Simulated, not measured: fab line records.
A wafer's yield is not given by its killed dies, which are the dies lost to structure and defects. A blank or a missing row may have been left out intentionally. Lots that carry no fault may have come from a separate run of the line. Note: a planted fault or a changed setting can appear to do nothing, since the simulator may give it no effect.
fab line records	flow n5_finfet	part 1 of 2: steps 1 to 3 of 6
record lots=24	wafers=72	last_day=17
route steps=1938 shown MOL_CONTACT_COAG@606 BEOL_M0_SAQP@652
lots untouched by any fault: they come from a run of this same line in which no faults occurred
start_h: hours from the record's first day to the start of the lot's first wafer shown	wait_h: how many hours have passed since the lot's step before this one	" same as the row above	L1.1+2: a single row standing in for several wafers	- either no value or no given start	* or withheld: withheld	< > ~ a bound
route shown NAME@n: NAME is a module with steps in the file, n the number in the route of the first one	usual: average and standard deviation across the fault-free wafers	same: alike in all rows	chamber/n: place in a boat	sites: each site's reading	_std_site: how widely they spread, as a standard deviation	_edge_site: inner sites' mean taken away from outer sites' mean	radius_mm: for every site, how far away it sits from the centre of the wafer	mask NAME#n: copy n	behind: the last tool/chamber to shape the wafer	hold: what put the lot on hold/how long, in hours/how the hold closed	device: the transistor (n, p or np) that didn't switch	end of line: the same wafers' tests at the end of the route	a step with no rows: only its recipe	killed: dies lost to structure and defects at the first sort, not the wafer's yield	map: the dies of a wafer, with x for killed, . for not killed, _ for no die there
set.NAME: the run value of the setting; set.NAME@STEP: its run value at that earlier step	model.NAME: the simulator's own value behind a step, which no gauge read
one table for each step of the route and one row for each wafer, over a sample of lots
services: when a tool's chamber went out of use (start_h, in hours from the record's first day, below 0 if earlier), for how many hours, and the reason
## steps
# step N5_MOL_CONTACT_COAG_ETCH_65
# recipe chemistry=N2/H2	target=underlayer	target_depth_a=130	mask_material=CAR-EUV	time_s=10.4	ion_energy_ev=200	pressure_mtorr=30	source_w=840	bias_w=150	n2_flow_sccm=200	h2_flow_sccm=200	ends=cleared
# usual drypump_motor_current_A=5.7/0.45	etch_rf_on_time_s=10.31/0.27	oes_product_au=0.69/0.075	rf_vpp_V=523.7/2.3	showerhead_plenum_p_Torr=2.54/0.081	throttle_valve_pct=17.8/0.32
lot.wafer	tool	chamber	start_h	wait_h	drypump_motor_current_A	etch_rf_on_time_s	oes_product_au	rf_hours_counter_h	rf_vpp_V	showerhead_plenum_p_Torr	throttle_valve_pct
L074.2	rie_diel-01	3	99.52	0.0	5.2	10.37	0.76	21	522.6	2.49	17.7
L074.4	"	0	"	"	5.1	10.10	0.74	-	522.0	2.48	17.4
L074.5	"	3	"	"	5.2	10.39	0.77	-	521.8	2.49	17.7
L075.1	rie_diel-03	1	110.57	0.0	6.8	10.13	0.84	5	523.3	2.49	17.6
L075.3	"	3	"	"	5.6	10.48	0.72	75	528.2	2.69	17.9
L075.6	"	0	"	"	5.5	10.71	0.58	-	519.8	2.41	17.8
L076.1	rie_diel-05	1	112.75	0.0	5.5	10.28	0.65	172	524.0	2.52	18.2
L076.2	"	2	"	"	6.1	10.65	0.60	199	526.3	2.64	18.1
L076.3	"	3	"	"	5.6	10.10	0.65	166	523.9	2.54	18.0
L077.2	rie_diel-03	2	118.04	0.0	5.9	10.23	0.79	15	520.8	2.49	17.6
L077.3	"	3	"	"	5.6	10.40	0.72	77	527.7	2.69	17.9
L077.6	"	1	"	"	6.7	10.10	0.84	-	522.4	2.49	17.6
L078.2	rie_diel-03	2	124.92	0.0	5.9	10.12	0.78	18	521.0	2.48	17.7
L078.3	"	1	"	"	6.7	10.03	0.83	11	523.3	2.49	17.6
L078.5	"	3	"	"	5.7	10.33	0.73	-	526.1	2.69	17.9
L079.1	rie_diel-01	0	131.22	0.0	5.1	10.23	0.73	52	523.5	2.48	17.4
L079.4	"	2	"	"	5.8	10.60	0.60	208	523.3	2.53	18.4
L079.6	"	3	"	"	5.2	10.33	0.75	-	522.3	2.48	17.8
L080.2	rie_diel-01	3	135.08	0.0	5.2	10.40	0.74	36	522.6	2.48	17.7
L080.3	"	1	"	"	5.6	9.85	0.81	16	525.3	2.60	17.5
L080.6	"	0	"	"	5.1	10.12	0.72	-	522.2	2.48	17.5
L081.2	rie_diel-05	1	140.92	0.0	5.5	10.38	0.63	184	522.3	2.52	18.2
L081.3	"	0	"	"	5.5	10.68	0.71	53	527.1	2.68	17.4
L081.4	"	3	"	"	5.6	10.31	0.63	179	525.0	2.53	18.0
L082.1	rie_diel-01	0	148.46	0.0	5.1	10.12	0.71	61	520.7	2.47	17.5
L082.2	"	2	"	"	5.8	10.40	0.61	218	523.9	2.53	18.4
L082.4	"	1	"	"	5.6	9.76	0.80	24	527.6	2.59	17.5
L083.1	rie_diel-05	3	155.96	0.0	5.6	10.31	0.63	185	523.6	2.53	18.0
L083.3	"	2	"	"	6.2	10.74	0.59	218	525.3	2.64	18.1
L083.6	"	0	"	"	5.5	10.64	0.70	-	529.4	2.68	17.4
L084.1	rie_diel-01	2	163.91	0.0	5.8	10.53	0.60	222	522.8	2.53	18.5
L084.5	"	1	"	"	5.6	9.85	0.79	-	524.6	2.59	17.5
L084.6	"	0	"	"	5.1	10.28	0.71	-	522.2	2.47	17.5
L085.4	rie_diel-05	0	169.58	0.0	5.5	10.72	0.69	64	526.1	2.68	17.4
L085.5	"	1	"	"	5.5	10.49	0.62	-	524.7	2.51	18.2
L085.6	"	2	"	"	6.2	10.78	0.58	-	526.6	2.63	18.1
L086.1	rie_diel-05	2	177.10	0.0	6.3	10.76	0.58	225	524.8	2.63	18.1
L086.3	"	0	"	"	5.5	10.65	0.70	66	527.8	2.68	17.4
L086.4	"	1	"	"	5.5	10.42	0.63	198	524.2	2.51	18.2
L087.2	rie_diel-03	2	179.82	0.0	5.9	10.08	0.76	33	521.0	2.48	17.7
L087.5	"	1	"	"	6.7	10.04	0.79	-	522.7	2.48	17.6
L087.6	"	0	"	"	5.5	10.51	0.58	-	518.9	2.40	17.9
L088.1	rie_diel-03	2	182.08	0.0	5.9	10.20	0.76	34	524.1	2.48	17.7
L088.2	"	1	"	"	6.7	10.06	0.79	26	521.9	2.48	17.6
L088.6	"	2	"	"	6.0	10.15	0.75	-	522.6	2.48	17.7
L089.1	rie_diel-03	1	192.74	0.0	6.7	10.22	0.78	30	521.7	2.48	17.6
L089.3	"	2	"	"	5.9	10.18	0.75	39	522.0	2.48	17.7
L089.5	"	1	"	"	6.8	10.22	0.77	-	521.6	2.48	17.6
L090.3	rie_diel-01	3	198.26	0.0	5.2	10.25	0.72	56	521.3	2.47	17.8
L090.4	"	2	"	"	5.8	10.45	0.60	234	521.9	2.52	18.5
L090.6	"	1	"	"	5.6	9.76	0.78	-	526.0	2.59	17.6
L091.1	rie_diel-01	2	205.79	0.0	5.8	10.45	0.59	237	521.5	2.52	18.5
L091.3	"	0	"	"	5.0	10.11	0.69	81	521.1	2.47	17.5
L091.5	"	1	"	"	5.6	9.67	0.78	-	526.5	2.59	17.6
L092.1	rie_diel-05	1	210.77	0.0	5.5	10.24	0.62	209	522.9	2.51	18.2
L092.2	"	0	"	"	5.5	10.67	0.68	77	526.0	2.67	17.4
L092.6	"	0	"	"	5.6	10.61	0.68	-	527.7	2.67	17.4
L093.1	rie_diel-05	2	214.10	0.0	6.1	10.77	0.58	236	525.0	2.63	18.2
L093.3	"	0	"	"	5.6	10.70	0.68	78	526.6	2.67	17.4
L093.4	"	3	"	"	5.6	10.36	0.61	-	523.2	2.52	18.0
L094.1	rie_diel-03	1	223.39	0.0	6.7	10.09	0.76	44	522.8	2.47	17.7
L094.5	"	2	"	"	6.0	10.04	0.74	-	520.4	2.47	17.7
L094.6	"	3	"	"	5.6	10.22	0.70	-	528.6	2.68	18.0
L096.1	rie_diel-01	3	230.24	0.0	5.2	10.16	0.71	70	521.6	2.47	17.8
L096.2	"	2	"	"	5.8	10.37	0.59	246	524.8	2.52	18.5
L096.5	"	0	"	"	5.1	10.14	0.69	-	522.6	2.46	17.5
L095.2	rie_diel-01	1	232.04	0.0	5.6	9.81	0.75	50	525.3	2.58	17.6
L095.3	"	0	"	"	5.1	10.15	0.69	90	521.0	2.46	17.5
L095.5	"	2	"	"	5.8	10.47	0.58	-	523.6	2.52	18.5
L097.2	rie_diel-01	0	237.03	0.0	5.1	10.07	0.68	91	520.8	2.46	17.5
L097.3	"	1	"	"	5.6	9.73	0.77	52	524.3	2.58	17.6
L097.6	"	3	"	"	5.2	10.11	0.71	-	521.2	2.47	17.8
# step N5_MOL_CONTACT_COAG_CMP_52
# recipe stop_on=SiO2	t_overpolish_s=1.5	post_cmp_clean=w_dilute_nh4oh	down_force_psi=4	platen_rpm=50.289	pad_velocity_m_s=1.0006	target_thk_nm=66.5
# usual motor_current_A=12.2/1.4	overpolish_run_s=1.500/0.0091	time_to_endpoint_s=14.0/2.5
# same t_overpolish_s=1.5
lot.wafer	tool	chamber	start_h	wait_h	motor_current_A	overpolish_run_s	time_to_endpoint_s
L074.4	cmp-03	2	100.82	0.1	13.2	1.488	11.2
L074.2	"	0	"	"	9.8	1.498	11.3
L074.5	"	1	"	"	12.5	1.513	15.0
L075.3	cmp-01	3	111.90	0.0	9.5	1.496	13.8
L075.1	"	1	"	"	11.8	1.508	17.1
L075.6	"	0	"	"	11.2	1.505	16.4
L076.1	cmp-02	1	114.03	0.1	13.9	1.498	14.0
L076.3	"	2	"	"	11.3	1.511	13.2
L076.2	"	3	"	"	12.7	1.489	14.7
L077.2	cmp-02	2	119.30	0.0	10.7	1.503	11.2
L077.3	"	0	"	"	11.4	1.511	14.2
L077.6	"	3	"	"	11.7	1.504	11.2
L078.3	cmp-01	2	126.27	0.1	14.8	1.493	14.4
L078.2	"	0	"	"	11.6	1.506	15.0
L078.5	"	2	"	"	14.9	1.515	13.8
L079.1	cmp-01	2	133.07	0.1	14.3	1.477	12.7
L079.4	"	3	"	"	10.1	1.500	17.7
L079.6	"	1	"	"	11.4	1.511	16.6
L080.2	cmp-02	3	136.40	0.1	12.1	1.507	12.5
L080.3	"	0	"	"	11.6	1.498	12.1
L080.6	"	3	"	"	12.6	1.503	13.5
L081.4	cmp-03	3	142.25	0.1	12.5	1.496	12.7
L081.2	"	0	"	"	11.3	1.511	10.6
L081.3	"	1	"	"	12.7	1.500	15.2
L082.2	cmp-02	0	149.70	0.0	11.7	1.494	11.7
L082.1	"	2	"	"	11.5	1.505	11.3
L082.4	"	3	"	"	12.1	1.502	12.1
L083.1	cmp-03	2	157.28	0.1	12.1	1.506	13.0
L083.3	"	3	"	"	13.7	1.504	13.3
L083.6	"	1	"	"	12.6	1.495	17.3
L084.1	cmp-02	3	165.24	0.0	12.6	1.494	13.1
L084.5	"	3	"	"	12.1	1.504	8.7
L084.6	"	0	"	"	11.8	1.494	13.2
L085.4	cmp-03	1	170.82	0.0	12.6	1.489	15.4
L085.5	"	1	"	"	12.6	1.496	12.6
L085.6	"	2	"	"	13.3	1.521	11.8
L086.1	cmp-01	2	178.61	0.0	14.3	1.490	12.7
L086.3	"	3	"	"	9.9	1.501	15.7
L086.4	"	1	"	"	12.3	1.506	14.4
L087.2	cmp-01	0	181.40	0.1	11.0	1.498	14.6
L087.5	"	3	"	"	9.9	1.514	19.4
L087.6	"	0	"	"	11.3	1.506	18.1
L088.2	cmp-01	2	183.40	0.1	15.4	1.499	15.1
L088.1	"	3	"	"	9.8	1.487	19.4
L088.6	"	0	"	"	11.3	1.499	19.0
L089.3	cmp-03	0	194.41	0.1	10.6	1.519	12.9
L089.1	"	2	"	"	13.2	1.500	13.5
L089.5	"	0	"	"	11.3	1.500	14.0
L090.3	cmp-02	3	199.53	0.1	11.4	1.517	12.6
L090.4	"	0	"	"	11.6	1.510	11.3
L090.6	"	2	"	"	11.4	1.492	9.4
L091.3	cmp-02	1	207.07	0.0	13.8	1.503	17.5
L091.1	"	0	"	"	11.5	1.498	14.4
L091.5	"	2	"	"	11.3	1.502	12.6
L092.2	cmp-02	2	212.20	0.2	11.0	1.493	10.6
L092.1	"	0	"	"	11.5	1.500	12.3
L092.6	"	3	"	"	12.6	1.515	12.6
L093.3	cmp-03	3	215.49	0.2	13.5	1.493	12.6
L093.1	"	0	"	"	11.4	1.502	13.7
L093.4	"	2	"	"	12.2	1.510	12.8
L094.1	cmp-02	3	224.66	0.1	12.2	1.499	16.2
L094.6	"	2	"	"	11.3	1.505	11.2
L094.5	"	3	"	"	12.4	1.517	15.0
L096.1	cmp-01	1	231.52	0.0	12.6	1.504	12.8
L096.2	"	0	"	"	10.8	1.491	14.9
L096.5	"	1	"	"	12.6	1.500	15.3
L095.2	cmp-02	1	233.32	0.0	12.8	1.507	16.7
L095.3	"	2	"	"	10.8	1.507	11.2
L095.5	"	2	"	"	10.8	1.506	13.0
L097.3	cmp-01	3	238.36	0.1	9.3	1.494	16.2
L097.2	"	0	"	"	10.6	1.494	15.9
L097.6	"	2	"	"	14.6	1.488	13.7
# step N5_BEOL_M0_SAQP_DESCUM_19
# recipe chemistry=O2	time_s=7.9	source_power_w=50	bias_power_w=20	pressure_mtorr=20	rf_frequency_hz=2.712e+07	temp_c=40	resist=CAR-ArF	o2_flow_sccm=225
# usual bias_power_w=19.99/0.058	drypump_motor_current_A=5.8/0.34	o2_flow_sccm=225.0/0.59	oes_product_au=0.82/0.072	rf_vpp_V=243.4/1.5	showerhead_plenum_p_Torr=2.11/0.084	throttle_valve_pct=20.39/0.24
lot.wafer	tool	chamber	start_h	wait_h	bias_power_w	drypump_motor_current_A	o2_flow_sccm	oes_product_au	rf_hours_counter_h	rf_vpp_V	showerhead_plenum_p_Torr	throttle_valve_pct
L074.2	rie_diel-06	0	105.86	0.0	20.02	5.6	223.9	0.74	175	242.4	2.02	20.66
L074.4	"	1	"	"	19.97	6.2	225.1	0.89	27	242.6	2.05	20.01
L074.5	"	2	"	"	20.03	6.0	225.5	0.85	-	245.1	2.23	20.36
L075.1	rie_diel-02	0	117.50	0.2	19.87	5.1	225.3	0.77	138	244.4	2.21	20.80
L075.3	"	3	"	"	20.07	5.9	225.2	0.86	53	244.0	2.23	19.98
L075.6	"	3	"	"	20.05	5.9	225.4	0.86	-	245.4	2.23	19.99
L076.1	rie_diel-06	2	121.90	0.0	20.05	6.0	225.6	0.85	63	245.2	2.23	20.37
L076.2	"	0	"	"	19.99	5.6	224.7	0.73	180	241.7	2.02	20.67
L076.3	"	1	"	"	19.99	6.2	224.8	0.88	32	242.0	2.05	20.03
L077.2	rie_diel-06	3	123.84	0.0	19.96	5.6	225.4	0.76	144	244.3	2.19	20.34
L077.3	"	1	"	"	20.04	6.2	225.5	0.88	32	240.9	2.05	20.05
L077.6	"	1	"	"	19.93	6.2	225.9	0.88	-	240.7	2.05	20.02
L078.2	rie_diel-04	2	131.05	0.0	19.93	5.4	225.5	0.84	77	243.1	2.02	20.45
L078.3	"	1	"	"	19.95	5.5	225.1	0.72	195	242.1	2.06	20.33
L078.5	"	1	"	"	19.90	5.5	225.2	0.72	-	244.5	2.06	20.33
L079.1	rie_diel-04	0	139.77	0.0	19.91	5.6	225.2	0.97	1	243.1	2.07	20.16
L079.4	"	3	"	"	19.98	6.0	224.7	0.90	15	245.3	2.14	20.47
L079.6	"	0	"	"	19.99	5.6	225.7	0.97	-	243.4	2.07	20.15
L080.2	rie_diel-04	2	143.52	0.4	19.99	5.3	225.6	0.83	81	242.2	2.02	20.46
L080.3	"	0	"	"	19.98	5.6	225.6	0.97	2	241.9	2.07	20.17
L080.6	"	3	"	"	19.95	6.0	225.0	0.92	-	243.8	2.14	20.48
L081.2	rie_diel-02	3	147.86	0.0	19.89	5.9	224.4	0.83	63	245.4	2.23	19.99
L081.3	"	2	"	"	20.07	6.5	224.8	0.81	70	241.7	2.04	20.85
L081.4	"	0	"	"	19.91	5.1	225.7	0.76	147	243.9	2.21	20.81
L082.1	rie_diel-04	2	154.27	0.0	20.08	5.4	225.6	0.82	86	241.2	2.02	20.45
L082.2	"	1	"	"	20.05	5.5	225.7	0.71	203	242.9	2.06	20.34
L082.4	"	1	"	"	20.01	5.6	225.2	0.71	-	243.4	2.06	20.33
L083.1	rie_diel-04	2	163.94	0.0	19.97	5.4	225.9	0.82	88	242.1	2.02	20.47
L083.3	"	1	"	"	20.09	5.5	225.0	0.71	206	244.3	2.06	20.34
L083.6	"	1	"	"	20.05	5.5	225.4	0.71	-	242.7	2.06	20.33
L084.1	rie_diel-06	1	171.06	0.0	19.89	6.2	224.8	0.85	48	242.7	2.04	20.05
L084.5	"	3	"	"	20.00	5.6	226.1	0.75	-	243.7	2.18	20.35
L084.6	"	2	"	"	19.92	6.0	224.7	0.82	-	244.0	2.23	20.38
L085.4	rie_diel-06	2	175.57	0.0	20.07	6.0	224.9	0.82	80	243.8	2.23	20.38
L085.5	"	2	"	"	20.12	6.0	224.3	0.83	-	245.4	2.23	20.39
L085.6	"	1	"	"	19.92	6.2	225.0	0.86	-	244.1	2.04	20.06
L086.1	rie_diel-04	3	184.50	0.0	19.92	6.0	225.5	0.89	24	243.1	2.14	20.47
L086.3	"	1	"	"	20.00	5.5	225.3	0.70	211	242.8	2.05	20.33
L086.4	"	2	"	"	19.95	5.4	225.1	0.82	94	242.8	2.02	20.48
L087.2	rie_diel-04	1	187.09	0.3	19.88	5.6	224.7	0.71	213	241.9	2.05	20.33
L087.5	"	2	"	"	20.06	5.4	224.1	0.82	-	241.6	2.02	20.47
L087.6	"	3	"	"	20.00	6.0	225.1	0.89	-	243.3	2.14	20.48
L088.1	rie_diel-06	0	190.18	0.0	20.07	5.6	224.3	0.71	201	239.8	2.01	20.71
L088.2	"	3	"	"	20.10	5.6	224.8	0.75	165	242.7	2.18	20.38
L088.6	"	1	"	"	20.08	6.2	224.3	0.85	-	244.1	2.04	20.04
L089.1	rie_diel-06	1	199.42	0.0	19.92	6.2	224.8	0.85	55	242.2	2.04	20.06
L089.3	"	3	"	"	20.07	5.6	225.6	0.75	168	245.0	2.18	20.37
L089.5	"	2	"	"	19.98	6.0	225.0	0.82	-	246.1	2.22	20.39
L090.3	rie_diel-04	2	206.33	0.0	19.98	5.4	223.9	0.81	100	242.5	2.02	20.49
L090.4	"	0	"	"	20.03	5.7	226.0	0.91	19	241.4	2.06	20.17
L090.6	"	3	"	"	20.00	6.0	225.0	0.89	-	243.4	2.13	20.51
L091.1	rie_diel-04	2	212.51	0.0	20.07	5.4	226.1	0.81	103	241.7	2.01	20.49
L091.3	"	1	"	"	19.95	5.5	224.5	0.70	219	242.4	2.05	20.35
L091.5	"	2	"	"	20.01	5.4	225.8	0.82	-	242.2	2.01	20.50
L092.1	rie_diel-02	0	217.51	0.0	19.92	5.1	224.3	0.75	168	244.7	2.20	20.84
L092.2	"	2	"	"	20.01	6.5	224.2	0.79	92	241.8	2.03	20.90
L092.6	"	3	"	"	19.93	5.9	225.3	0.82	-	245.9	2.22	20.04
L093.1	rie_diel-02	1	221.09	0.0	19.90	5.6	226.0	0.87	58	246.0	2.24	20.31
L093.3	"	0	"	"	20.02	5.1	224.2	0.74	169	245.9	2.20	20.85
L093.4	"	2	"	"	19.95	6.5	225.4	0.78	94	244.7	2.03	20.90
L094.1	rie_diel-04	2	229.74	0.0	19.91	5.3	225.4	0.80	108	241.9	2.01	20.51
L094.5	"	0	"	"	20.01	5.6	224.6	0.90	-	241.9	2.06	20.20
L094.6	"	3	"	"	19.90	6.0	224.4	0.87	-	244.3	2.13	20.52
L096.1	rie_diel-02	0	236.58	0.0	20.01	5.1	225.2	0.74	173	243.9	2.20	20.86
L096.2	"	1	"	"	20.02	5.6	226.0	0.87	62	246.1	2.24	20.33
L096.5	"	2	"	"	20.03	6.5	224.3	0.78	-	242.0	2.03	20.90
L095.2	rie_diel-06	1	239.76	0.0	20.05	6.2	224.9	0.83	67	243.3	2.03	20.08
L095.3	"	2	"	"	19.96	6.0	224.2	0.81	98	242.9	2.22	20.41
L095.5	"	3	"	"	19.90	5.6	224.4	0.74	-	244.6	2.17	20.40
L097.2	rie_diel-06	1	243.47	0.0	19.98	6.2	225.0	0.82	68	241.4	2.03	20.08
L097.3	"	2	"	"	20.03	6.0	226.4	0.79	99	243.9	2.22	20.42
L097.6	"	1	"	"	20.01	6.2	224.5	0.83	-	243.3	2.03	20.08
